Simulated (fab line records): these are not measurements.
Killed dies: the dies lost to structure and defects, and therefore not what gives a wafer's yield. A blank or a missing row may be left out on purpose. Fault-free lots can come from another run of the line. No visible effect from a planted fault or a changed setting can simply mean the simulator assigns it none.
fab line records	flow nand-harc
record lots=6	wafers=18	last-day=25
route steps=1159 shown THIN_TSV@1112 END@1159
lots with no fault: from the same line, run without faults
start-h: start of the lot's first displayed wafer, in hours after the record's first day	wait-h: hours elapsed since this lot's preceding step	" the same as in the row above	L1.1+2: several wafers, shown together as one row	- either no value or no given start	* or withheld: withheld	< > ~ a bound
route shown NAME@n: a module of which the file shows steps, and the number in the route of the first	usual: mean/standard deviation taken from wafers without a fault	same: alike in all rows	chamber/n: place in a boat	sites: each site's reading	_std_site: standard deviation across them	_edge_site: inner sites' mean taken away from outer sites' mean	radius-mm: for every site, how far away it sits from the centre of the wafer	mask NAME#n: copy n	behind: the tool/chamber that last shaped the wafer	hold: reason for holding the lot/hours on hold/outcome of the hold	device: which transistor (n, p or np) failed to switch	end of line: tests of these same wafers at the route's end	a step without rows: its recipe alone	killed: the dies lost at the first sort to structure and to defects; this is not the yield of the wafer	map: per-die view of a wafer (x killed, . not killed, _ where there is no die)
set.NAME: the setting that was run; set.NAME@STEP: the one run at that earlier step	model.NAME: the simulator's own value behind a step, which no gauge read
lots at some steps of the route; a table a step, a row a wafer
services: from which hour (start-h, from the record's first day; less than 0 if before it) a tool's chamber was out of use, for how many hours, and why
## steps
# step NHARC_THIN_TSV_EBR_08
# step NHARC_THIN_TSV_EXPOSE_09
# recipe na=0.55	dose-mj=30.7	mask-id=TSV
# step NHARC_THIN_TSV_PEB_10
# recipe peb-temp-c=118	peb-time-s=85
# step NHARC_THIN_TSV_DEVELOP_11
# recipe time-s=70
# step NHARC_THIN_TSV_CD_MEAS_12
# recipe target-cd-nm=1000	landing-energy-ev=500
# usual cd-nm=1000.2/2.4
lot.wafer	tool	chamber	start-h	wait-h	cd-nm
L990.1	cd-sem-01	0	503.12	-	998.9
L990.5	"	0	"	"	997.0
L990.6	"	0	"	"	999.8
L994.1	cd-sem-01	0	532.35	-	1003.2
L994.5	"	0	"	"	1004.5
L994.6	"	0	"	"	997.8
L993.3	cd-sem-01	0	533.40	-	998.2
L993.5	"	0	"	"	999.6
L993.6	"	0	"	"	1000.5
L101.2	cd-sem-02	0	551.89	-	1003.0
L101.4	"	0	"	"	999.5
L101.6	"	0	"	"	1001.3
L104.1	cd-sem-03	0	566.67	-	995.6
L104.3	"	0	"	"	999.2
L104.6	"	0	"	"	1001.4
L102.2	cd-sem-02	0	568.04	-	1004.4
L102.3	"	0	"	"	1001.3
L102.5	"	0	"	"	1002.5
# step NHARC_THIN_TSV_HARDBAKE_13
# recipe temp-c=125	time-s=80
# step NHARC_THIN_TSV_DESCUM_14
# recipe time-s=3	o2-flow-sccm=200	ar-flow-sccm=0	bias-power-w=0	chemistry=O2
# usual drypump-motor-current-A=5.8/0.3	oes-product-au=0.992/0.015	rf-vpp-V=58.0/0.9	showerhead-plenum-p-Torr=1.93/0.067	throttle-valve-pct=11.311/0.0095
lot.wafer	tool	chamber	start-h	wait-h	drypump-motor-current-A	oes-product-au	rf-hours-counter-h	rf-vpp-V	showerhead-plenum-p-Torr	throttle-valve-pct
L990.1	rie-diel-01	0	503.30	-	6.1	1.003	0	58.9	2.00	11.311
L990.5	"	3	"	"	5.8	0.983	-	59.4	1.90	11.312
L990.6	"	0	"	"	6.1	1.004	-	57.9	2.00	11.301
L994.1	rie-diel-02	2	532.52	-	5.9	0.997	2	59.2	2.03	11.315
L994.5	"	0	"	"	5.9	1.014	-	57.9	2.01	11.302
L994.6	"	1	"	"	6.5	1.000	-	57.7	1.85	11.326
L993.3	rie-diel-12	3	533.56	-	5.1	0.973	10	56.7	1.77	11.315
L993.5	"	2	"	"	5.5	0.968	-	57.9	1.86	11.316
L993.6	"	3	"	"	5.1	0.974	-	57.2	1.77	11.316
L101.2	rie-diel-12	1	552.04	-	5.6	1.022	10	57.8	1.91	11.317
L101.4	"	2	"	"	5.5	0.982	-	57.3	1.86	11.314
L101.6	"	0	"	"	5.9	0.993	-	55.8	1.92	11.326
L104.1	rie-diel-12	1	566.83	-	5.6	0.997	0	56.1	1.91	11.314
L104.3	"	2	"	"	5.5	0.980	0	57.5	1.86	11.313
L104.6	"	2	"	"	5.5	0.981	-	57.8	1.86	11.311
L102.3	rie-diel-01	2	568.19	-	6.1	0.977	6	58.2	2.02	11.317
L102.2	"	3	"	"	5.8	0.987	7	56.2	1.90	11.314
L102.5	"	2	"	"	6.0	0.986	-	57.4	2.02	11.305
# step NHARC_THIN_TSV_ETCH_44
# recipe target-depth-a=15942	time-s=797.1	cf4-flow-sccm=150	o2-flow-sccm=10	ar-flow-sccm=0	rf-w=300	bias-w=800	chemistry=CF4/O2
# usual drypump-motor-current-A=5.8/0.3	oes-product-au=0.993/0.015	rf-vpp-V=796/3.8	showerhead-plenum-p-Torr=1.85/0.059	throttle-valve-pct=16.916/0.0091
lot.wafer	tool	chamber	start-h	wait-h	drypump-motor-current-A	oes-product-au	rf-hours-counter-h	rf-vpp-V	showerhead-plenum-p-Torr	throttle-valve-pct
L990.1	rie-diel-01	3	503.46	0.1	5.8	0.990	0	794	1.82	16.923
L990.6	"	1	"	"	5.4	0.958	-	796	1.87	16.913
L990.5	"	3	"	"	5.8	0.997	-	794	1.82	16.919
L994.1	rie-diel-02	2	532.59	0.1	5.9	1.010	2	801	1.94	16.908
L994.5	"	2	"	"	5.9	0.995	-	801	1.94	16.915
L994.6	"	3	"	"	5.8	0.999	-	795	1.84	16.906
L993.3	rie-diel-12	2	533.75	0.2	5.5	0.973	8	791	1.78	16.914
L993.5	"	0	"	"	5.9	0.993	-	794	1.84	16.930
L993.6	"	1	"	"	5.6	1.002	-	795	1.83	16.920
L101.2	rie-diel-12	2	552.30	0.2	5.5	0.978	10	792	1.78	16.921
L101.4	"	0	"	"	6.0	1.009	-	793	1.84	16.919
L101.6	"	2	"	"	5.5	0.979	-	793	1.78	16.903
L104.3	rie-diel-12	1	567.01	0.2	5.6	0.999	0	794	1.83	16.913
L104.1	"	2	"	"	5.5	0.985	0	791	1.78	16.903
L104.6	"	1	"	"	5.6	1.000	-	795	1.83	16.922
L102.2	rie-diel-01	1	568.28	0.1	5.4	0.980	6	795	1.87	16.928
L102.3	"	3	"	"	5.8	0.997	8	793	1.82	16.909
L102.5	"	2	"	"	6.0	0.984	-	801	1.93	16.908
# step NHARC_THIN_TSV_ETCH_15
# recipe target-depth-a=30000	bosch-target-overetch-cycles=2	bosch-etch-step-s=2.8	bosch-dep-step-s=1.2	bosch-cycles=14
# usual drypump-motor-current-A=5.7/0.34
lot.wafer	tool	chamber	start-h	wait-h	drypump-motor-current-A	rf-hours-counter-h
L990.1	rie-si-04	0	504.10	-	5.9	0.4
L990.6	"	1	"	"	5.5	-
L990.5	"	2	"	"	6.1	-
L994.1	rie-si-04	0	533.17	-	5.9	0.5
L994.5	"	0	"	"	5.9	-
L994.6	"	1	"	"	5.5	-
L993.3	rie-si-03	0	534.20	-	5.3	0.2
L993.5	"	0	"	"	5.2	-
L993.6	"	1	"	"	6.2	-
L101.4	rie-si-03	2	552.86	-	5.9	0.2
L101.2	"	3	"	"	5.5	0.3
L101.6	"	0	"	"	5.2	-
L104.3	rie-si-04	0	567.63	-	5.9	0.7
L104.1	"	1	"	"	5.5	0.8
L104.6	"	3	"	"	5.7	-
L102.2	rie-si-01	3	568.86	-	5.4	0.8
L102.3	"	1	"	"	5.6	0.7
L102.5	"	2	"	"	6.3	-
# step NHARC_THIN_TSV_CD_MEAS_16
# usual cd-nm=999.9/2.6
lot.wafer	tool	chamber	start-h	wait-h	cd-nm
L990.1	cd-sem-02	-	504.21	0.1	998.0
L990.5	"	-	"	"	996.0
L990.6	"	-	"	"	998.6
L994.1	cd-sem-02	-	533.32	0.1	1004.9
L994.5	"	-	"	"	1004.3
L994.6	"	-	"	"	999.6
L993.3	cd-sem-01	-	534.35	0.1	998.7
L993.5	"	-	"	"	998.9
L993.6	"	-	"	"	999.0
L101.2	cd-sem-03	-	552.98	0.1	1002.7
L101.4	"	-	"	"	998.5
L101.6	"	-	"	"	1001.4
L104.1	cd-sem-02	-	567.76	0.1	996.6
L104.3	"	-	"	"	999.4
L104.6	"	-	"	"	1002.0
L102.2	cd-sem-02	-	569.00	0.1	1003.2
L102.3	"	-	"	"	1000.2
L102.5	"	-	"	"	1001.5
# step NHARC_THIN_TSV_STRIP_45
# recipe power-w=1500	temp-c=250	chemistry=O2
# usual drypump-motor-current-A=5.7/0.39	heater-power-w=337/37
lot.wafer	tool	chamber	start-h	wait-h	drypump-motor-current-A	heater-power-w	rf-hours-counter-h
L990.1	plasma-asher-01	0	504.28	0.1	5.6	332	10
L990.5	"	0	"	"	5.6	330	-
L990.6	"	1	"	"	6.2	343	-
L994.1	plasma-asher-01	1	533.46	0.1	6.2	354	21
L994.6	"	0	"	"	5.5	336	-
L994.5	"	1	"	"	6.2	341	-
L993.3	plasma-asher-01	1	534.56	0.2	6.2	342	-
L993.5	"	0	"	"	5.6	332	-
L993.6	"	1	"	"	6.2	346	-
L101.2	plasma-asher-01	1	553.06	0.1	6.2	351	33
L101.4	"	1	"	"	6.2	353	-
L101.6	"	1	"	"	6.2	340	-
L104.1	plasma-asher-01	1	567.83	0.1	6.2	343	39
L104.3	"	1	"	"	6.2	339	-
L104.6	"	0	"	"	5.5	320	-
L102.2	plasma-asher-02	0	569.12	0.1	5.7	421	10
L102.3	"	1	"	"	5.0	281	-
L102.5	"	0	"	"	5.7	434	-
# step NHARC_THIN_TSV_STRIP_46
# recipe time-s=1200	temp-c=72.5	chemistry=post-etch-residue-remover
# step NHARC_THIN_TSV_DEP_47
# recipe target-thk-a=2000	temp-c=withheld	pressure-torr=6.5	rf-w=900	teos-flow-sccm=161.4	flow-sccm=2650	target-thk-nm=200	gas=O2	material=SiO2
# usual chamber-pressure-Torr=6.502/0.014	flow-sccm=2651/7.9	throttle-valve-pct=16.2/0.59
lot.wafer	tool	chamber	start-h	wait-h	chamber-pressure-Torr	flow-sccm	throttle-valve-pct
L990.1	pecvd-01	1	505.35	-	6.522	2651	15.3
L990.6	"	0	"	"	6.483	2639	15.8
L990.5	"	1	"	"	6.513	2669	15.3
L994.1	pecvd-01	2	534.30	-	-	-	-
L994.5	"	0	"	"	-	-	-
L994.6	"	2	"	"	-	-	-
L993.3	pecvd-02	1	535.28	-	-	-	-
L993.5	"	0	"	"	-	-	-
L993.6	"	1	"	"	-	-	-
L101.2	pecvd-01	2	553.96	-	6.489	2651	16.4
L101.6	"	0	"	"	6.493	2634	16.4
L101.4	"	1	"	"	6.485	2649	15.3
L104.3	pecvd-03	0	568.63	-	6.499	2637	16.5
L104.1	"	2	"	"	6.505	2657	16.9
L104.6	"	1	"	"	6.483	2656	16.1
L102.2	pecvd-01	0	569.96	-	6.493	2654	16.4
L102.3	"	2	"	"	6.499	2660	16.4
L102.5	"	0	"	"	6.503	2645	16.2
# step NHARC_THIN_TSV_ETCHBACK_48
# recipe target-depth-a=10285	over-etch-frac=0.3	time-s=405.17	ion-energy-ev=250	c4f8-flow-sccm=withheld	ar-flow-sccm=withheld	rf-w=600	bias-w=300	chemistry=C4F8/Ar
# usual oes-product-au=0.95/0.034	rf-vpp-V=548/3.1
lot.wafer	tool	chamber	start-h	wait-h	oes-product-au	rf-hours-counter-h	rf-vpp-V
L990.1	rie-diel-12	2	505.68	-	0.98	7	544
L990.5	"	2	"	"	0.97	-	545
L990.6	"	3	"	"	0.97	-	541
L994.1	rie-diel-01	3	534.68	0.3	0.91	4	547
L994.5	"	1	"	"	0.91	-	550
L994.6	"	2	"	"	0.97	-	553
L993.3	rie-diel-01	0	535.71	0.4	0.92	3	550
L993.5	"	2	"	"	0.90	-	552
L993.6	"	3	"	"	0.91	-	548
L101.2	rie-diel-01	2	554.28	-	0.96	4	549
L101.4	"	3	"	"	0.97	5	545
L101.6	"	3	"	"	0.96	-	548
L104.3	rie-diel-12	1	569.07	-	0.97	1	546
L104.1	"	3	"	"	0.97	0	542
L104.6	"	0	"	"	0.96	-	547
L102.3	rie-diel-02	1	570.44	-	0.91	7	545
L102.2	"	2	"	"	0.92	7	550
L102.5	"	0	"	"	0.93	-	550
# step NHARC_END_SORT_01
# recipe temp-c=25
# usual defect-limited-yield=95.8/1.3	killed-at-array=24/8.7	killed-at-other=0.8/1.2	killed-at-periphery=3.6/2.3	killed-dies=28/8.9	killed-open=3.2/1.9	killed-short=2.0/1.6	sort_bin_2_pct=1.3/0.57	sort_bin_3_pct=0.22/0.19	sort_bin_4_pct=2.7/0.89	sort-n-pass=649/8.9	sort-rim-yield-pct=95/3.1	sort-yield-pct=95.8/1.3
# same gross-dies=677	sort_bin_5_pct[%]=0	sort_bin_6_pct[%]=0	sort_bin_7_pct[%]=0	sort_bin_8_pct[%]=0	sort-rim-n-gross=106.00
lot.wafer	tool	chamber	start-h	wait-h	hold	defect-limited-yield[%]	killed-at-array	killed-at-other	killed-at-periphery	killed-dies	killed-open	killed-short	sort_bin_2_pct[%]	sort_bin_3_pct[%]	sort_bin_4_pct[%]	sort-n-pass	sort-rim-yield-pct[%]	sort-yield-pct[%]
L990.1	prober-02	0	518.16	2.5	-	95.3	27	3	2	32	5	1	1.8	0.15	2.8	645	92	95.3
L990.5	prober-02	0	521.40	3.7	-	95.3	26	2	4	32	3	1	1.2	0.44	3.1	645	98	95.3
L990.6	prober-02	0	522.21	4.1	-	97.8	13	0	2	15	0	1	0.9	0	1.3	662	95	97.8
L994.1	prober-01	0	546.16	2.5	await-dispo/1.5h/scrap	0	21	651	5	677	2	3	97.0	0	3.0	0	0	0
L994.5	prober-01	0	549.36	3.7	await-dispo/1.5h/scrap	0	13	658	6	677	2	4	98.1	0	1.9	0	0	0
L994.6	prober-01	0	550.17	4.0	await-dispo/1.5h/scrap	0	18	655	4	677	4	0	97.5	0.15	2.4	0	0	0
L993.3	prober-02	0	555.58	3.1	await-dispo/3.0h/scrap	0	22	646	9	677	5	4	97.0	0.30	2.7	0	0	0
L993.5	prober-02	0	557.21	3.8	await-dispo/3.0h/scrap	0	30	641	6	677	5	4	96.0	0.59	3.4	0	0	0
L993.6	prober-02	0	558.03	4.1	await-dispo/3.0h/scrap	0	30	645	2	677	7	4	96.8	0.30	3.0	0	0	0
L101.2	prober-02	0	570.39	2.8	-	95.4	28	0	3	31	1	0	1.0	0.44	3.1	646	100	95.4
L101.4	prober-02	0	571.99	3.4	-	96.0	24	0	3	27	0	1	1.8	0.15	2.1	650	92	96.0
L101.6	prober-02	0	573.60	4.0	-	95.1	29	0	4	33	2	3	1.5	0.30	3.1	644	92	95.1
L104.1	prober-01	0	585.15	2.5	-	95.7	19	5	5	29	7	1	1.5	0	2.8	648	95	95.7
L104.3	prober-01	0	586.72	3.1	-	96.3	15	3	7	25	3	1	0.7	0.15	2.8	652	95	96.3
L104.6	prober-01	0	589.07	3.9	-	96.2	20	2	4	26	2	1	1.3	0	2.5	651	98	96.2
L102.2	prober-02	0	586.03	2.8	-	97.0	15	2	3	20	4	1	1.2	0.15	1.6	657	94	97.0
L102.3	prober-02	0	586.84	3.1	-	96.3	20	3	2	25	5	2	0.7	0.15	2.8	652	95	96.3
L102.5	prober-02	0	588.44	3.7	-	96.0	22	0	5	27	4	2	0.7	0	3.2	650	97	96.0
# killed by level:class
L990.1 A_SLIT:chamber-film-flake=12 A_CHANNEL_HOLE_D1:chamber-film-flake=4 A_WL_FILL:chamber-film-flake=3 THIN_TSV:chamber-film-flake=3 A_CHANNEL_HOLE_D1:geometric-particle:open=2 A_BLC:geometric-particle:open=2 A_CONTACT:geometric-particle:open=1 A_M0:geometric-particle:short=1
L990.5 A_SLIT:chamber-film-flake=13 A_CHANNEL_HOLE_D1:chamber-film-flake=6 A_CONTACT:geometric-particle:open=2 P_STI:chamber-film-flake=2 A_WL_FILL:chamber-film-flake=2 A_CONTACT:chamber-film-flake=2 THIN_TSV:chamber-film-flake=2 P_GATE:geometric-particle:short=1
L990.6 A_SLIT:chamber-film-flake=7 A_CONTACT:chamber-film-flake=3 A_BLC:geometric-particle:short=1 P_ZERO_WELL:chamber-film-flake=1 P_GATE:chamber-film-flake=1 A_SGD_CUT:chamber-film-flake=1 A_WL_FILL:chamber-film-flake=1
L994.1 THIN_TSV:area-dep=651 A_STAIRCASE:chamber-film-flake=7 A_CHANNEL_HOLE_D1:chamber-film-flake=5 A_CONTACT:chamber-film-flake=3 A_BLC:geometric-particle:open=2 P_ZERO_WELL:chamber-film-flake=2 P_M1:chamber-film-flake=2 P_CONTACT:geometric-particle:short=1
L994.5 THIN_TSV:area-dep=658 A_CHANNEL_HOLE_D1:chamber-film-flake=4 P_CONTACT:geometric-particle:short=2 A_CONTACT:geometric-particle:open=2 P_M1:chamber-film-flake=2 A_STAIRCASE:chamber-film-flake=2 A_CONTACT:chamber-film-flake=2 A_CHANNEL_FILL_D1:geometric-particle:short=1
L994.6 THIN_TSV:area-dep=655 A_CONTACT:chamber-film-flake=6 A_CHANNEL_HOLE_D1:chamber-film-flake=3 A_STAIRCASE:chamber-film-flake=2 A_SLIT:chamber-film-flake=2 A_M0:chamber-film-flake=2 P_GATE:geometric-particle:open=1 P_M0:geometric-particle:open=1
L993.3 THIN_TSV:area-dep=645 A_CHANNEL_HOLE_D1:chamber-film-flake=12 P_M1:chamber-film-flake=5 P_CONTACT:geometric-particle:open=2 A_ONON_D1:geometric-particle:short=2 P_M1:geometric-particle:open=1 A_ONON_D1:geometric-particle:open=1 A_CHANNEL_FILL_D1:geometric-particle:short=1
L993.5 THIN_TSV:area-dep=639 A_CHANNEL_HOLE_D1:chamber-film-flake=18 P_M1:chamber-film-flake=4 A_CONTACT:geometric-particle:open=3 A_STAIRCASE:chamber-film-flake=3 THIN_TSV:chamber-film-flake=2 P_M0:geometric-particle:short=1 A_SOURCE_PLATE:geometric-particle:open=1
L993.6 THIN_TSV:area-dep=644 A_CHANNEL_HOLE_D1:chamber-film-flake=16 A_CONTACT:geometric-particle:open=3 A_ONON_D1:geometric-particle:open=2 A_CONTACT:chamber-film-flake=2 P_GATE:geometric-particle:short=1 A_SOURCE_PLATE:geometric-particle:open=1 A_SOURCE_PLATE:geometric-particle:short=1
L101.2 A_SLIT:chamber-film-flake=17 A_CONTACT:chamber-film-flake=4 A_CHANNEL_HOLE_D1:chamber-film-flake=3 P_GATE:chamber-film-flake=2 A_STAIRCASE:chamber-film-flake=2 A_SGD_CUT:geometric-particle:open=1 P_STI:chamber-film-flake=1 A_WL_FILL:chamber-film-flake=1
L101.4 A_SLIT:chamber-film-flake=11 A_CHANNEL_HOLE_D1:chamber-film-flake=5 A_CONTACT:chamber-film-flake=5 A_CHANNEL_HOLE_D1:geometric-particle:short=1 P_ZERO_WELL:chamber-film-flake=1 P_GATE:chamber-film-flake=1 P_M1:chamber-film-flake=1 A_STAIRCASE:chamber-film-flake=1
L101.6 A_SLIT:chamber-film-flake=13 A_CONTACT:chamber-film-flake=6 A_CHANNEL_HOLE_D1:chamber-film-flake=4 P_M1:chamber-film-flake=3 P_GATE:geometric-particle:open=1 A_CHANNEL_HOLE_D1:geometric-particle:short=1 A_CHANNEL_FILL_D1:geometric-particle:short=1 A_CONTACT:geometric-particle:short=1
L104.1 A_CONTACT:chamber-film-flake=8 THIN_TSV:chamber-film-flake=4 A_STAIRCASE:chamber-film-flake=3 A_CONTACT:geometric-particle:open=2 P_STI:chamber-film-flake=2 A_CHANNEL_FILL_D1:chamber-film-flake=2 P_CONTACT:geometric-particle:open=1 P_M0:geometric-particle:open=1
L102.2 A_CHANNEL_HOLE_D1:chamber-film-flake=7 A_BLC:geometric-particle:open=2 A_WL_FILL:chamber-film-flake=2 A_CONTACT:chamber-film-flake=2 THIN_TSV:chamber-film-flake=2 P_GATE:geometric-particle:open=1 P_M0:geometric-particle:open=1 A_BLC:geometric-particle:short=1
L104.3 P_STI:chamber-film-flake=5 A_CHANNEL_FILL_D1:chamber-film-flake=4 A_CONTACT:chamber-film-flake=4 THIN_TSV:chamber-film-flake=3 A_CONTACT:geometric-particle:open=2 A_STAIRCASE:chamber-film-flake=2 P_M1:geometric-particle:open=1 A_M0:geometric-particle:short=1
L102.3 A_CHANNEL_HOLE_D1:chamber-film-flake=5 A_CONTACT:chamber-film-flake=4 A_ZERO_WELL:chamber-film-flake=3 THIN_TSV:chamber-film-flake=3 P_GATE:geometric-particle:open=1 P_CONTACT:geometric-particle:open=1 A_CHANNEL_FILL_D1:geometric-particle:open=1 A_CONTACT:geometric-particle:open=1
L102.5 A_CHANNEL_HOLE_D1:chamber-film-flake=10 A_CONTACT:chamber-film-flake=4 A_STAIRCASE:chamber-film-flake=3 A_CONTACT:geometric-particle:open=2 P_GATE:geometric-particle:short=1 P_CONTACT:geometric-particle:short=1 P_M1:geometric-particle:open=1 A_WL_FILL:geometric-particle:open=1
L104.6 A_CONTACT:chamber-film-flake=11 P_STI:chamber-film-flake=3 A_CONTACT:geometric-particle:open=2 THIN_TSV:chamber-film-flake=2 A_WL_FILL:chamber-film-flake=2 A_M0:geometric-particle:short=1 P_GATE:chamber-film-flake=1 A_CHANNEL_HOLE_D1:unspecified=1
# map L993.3 (x killed, . not)
____________x____________
_________xxxxxxx_________
_______xxxxxxxxxxx_______
______xxxxxxxxxxxxx______
_____xxxxxxxxxxxxxxx_____
____xxxxxxxxxxxxxxxxx____
____xxxxxxxxxxxxxxxxx____
___xxxxxxxxxxxxxxxxxxx___
___xxxxxxxxxxxxxxxxxxx___
__xxxxxxxxxxxxxxxxxxxxx__
__xxxxxxxxxxxxxxxxxxxxx__
_xxxxxxxxxxxxxxxxxxxxxxx_
_xxxxxxxxxxxxxxxxxxxxxxx_
_xxxxxxxxxxxxxxxxxxxxxxx_
_xxxxxxxxxxxxxxxxxxxxxxx_
_xxxxxxxxxxxxxxxxxxxxxxx_
xxxxxxxxxxxxxxxxxxxxxxxxx
xxxxxxxxxxxxxxxxxxxxxxxxx
xxxxxxxxxxxxxxxxxxxxxxxxx
xxxxxxxxxxxxxxxxxxxxxxxxx
xxxxxxxxxxxxxxxxxxxxxxxxx
_xxxxxxxxxxxxxxxxxxxxxxx_
_xxxxxxxxxxxxxxxxxxxxxxx_
_xxxxxxxxxxxxxxxxxxxxxxx_
_xxxxxxxxxxxxxxxxxxxxxxx_
_xxxxxxxxxxxxxxxxxxxxxxx_
__xxxxxxxxxxxxxxxxxxxxx__
__xxxxxxxxxxxxxxxxxxxxx__
___xxxxxxxxxxxxxxxxxxx___
___xxxxxxxxxxxxxxxxxxx___
____xxxxxxxxxxxxxxxxx____
____xxxxxxxxxxxxxxxxx____
_____xxxxxxxxxxxxxxx_____
______xxxxxxxxxxxxx______
_______xxxxxxxxxxx_______
_________xxxxxxx_________
____________x____________
# map L994.1 (x killed, . not)
____________x____________
_________xxxxxxx_________
_______xxxxxxxxxxx_______
______xxxxxxxxxxxxx______
_____xxxxxxxxxxxxxxx_____
____xxxxxxxxxxxxxxxxx____
____xxxxxxxxxxxxxxxxx____
___xxxxxxxxxxxxxxxxxxx___
___xxxxxxxxxxxxxxxxxxx___
__xxxxxxxxxxxxxxxxxxxxx__
__xxxxxxxxxxxxxxxxxxxxx__
_xxxxxxxxxxxxxxxxxxxxxxx_
_xxxxxxxxxxxxxxxxxxxxxxx_
_xxxxxxxxxxxxxxxxxxxxxxx_
_xxxxxxxxxxxxxxxxxxxxxxx_
_xxxxxxxxxxxxxxxxxxxxxxx_
xxxxxxxxxxxxxxxxxxxxxxxxx
xxxxxxxxxxxxxxxxxxxxxxxxx
xxxxxxxxxxxxxxxxxxxxxxxxx
xxxxxxxxxxxxxxxxxxxxxxxxx
xxxxxxxxxxxxxxxxxxxxxxxxx
_xxxxxxxxxxxxxxxxxxxxxxx_
_xxxxxxxxxxxxxxxxxxxxxxx_
_xxxxxxxxxxxxxxxxxxxxxxx_
_xxxxxxxxxxxxxxxxxxxxxxx_
_xxxxxxxxxxxxxxxxxxxxxxx_
__xxxxxxxxxxxxxxxxxxxxx__
__xxxxxxxxxxxxxxxxxxxxx__
___xxxxxxxxxxxxxxxxxxx___
___xxxxxxxxxxxxxxxxxxx___
____xxxxxxxxxxxxxxxxx____
____xxxxxxxxxxxxxxxxx____
_____xxxxxxxxxxxxxxx_____
______xxxxxxxxxxxxx______
_______xxxxxxxxxxx_______
_________xxxxxxx_________
____________x____________
## services
tool	chamber	start-h	hours	kind
rie-si-01	-	481.00	9.0	pm
rie-diel-12	0	486.43	-	clean
rie-diel-12	1	486.43	-	clean
rie-diel-12	2	486.43	-	clean
rie-diel-12	3	486.43	-	clean
rie-diel-01	-	491.84	9.0	pm
rie-si-01	2	493.93	2.0	repair
rie-diel-02	-	505.00	9.0	pm
rie-diel-01	2	507.48	4.4	repair
rie-si-03	-	509.00	9.0	pm
rie-diel-12	0	510.93	-	clean
rie-diel-12	1	510.93	-	clean
rie-diel-12	2	510.93	-	clean
rie-diel-12	3	510.93	-	clean
pecvd-02	-	515.30	13.0	pm
pecvd-01	0	520.71	5.4	repair
rie-diel-12	0	535.44	-	clean
rie-diel-12	1	535.44	-	clean
rie-diel-12	2	535.44	-	clean
rie-diel-12	3	535.44	-	clean
plasma-asher-02	-	537.08	9.0	pm
rie-diel-12	3	537.28	29.8	repair
rie-diel-12	-	556.41	9.0	pm
rie-diel-12	0	556.41	9.0	vent-cycle
## key
first-sign step=NHARC_THIN_TSV_DEP_47	reading=tool-record	direction=missing
effect step=NHARC_END_SORT_01	reading=killed-at-other	direction=up	sigmas=99+	usual=0.8	struck=649.3
more-kills-born-at NHARC_THIN_TSV_DEP_47@pecvd-01=1964	NHARC_THIN_TSV_DEP_47@pecvd-02=1928
met-at NHARC_THIN_TSV_DEP_47
struck-wafers L993.3,L993.5,L993.6,L994.1,L994.5,L994.6
later-rows-left-out L993.3,L993.5,L993.6,L994.1,L994.5,L994.6
onset-between 505.35 534.30
fault kind=skipped-step-whole	tool=pecvd-01,pecvd-02	chamber=-	onset-h=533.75	steps=NHARC_THIN_TSV_DEP_47	scope=struck-lots-only
# later-rows-left-out: the simulator's readings of these wafers behind a module that went badly wrong aren't trusted and aren't shown, but for the sort
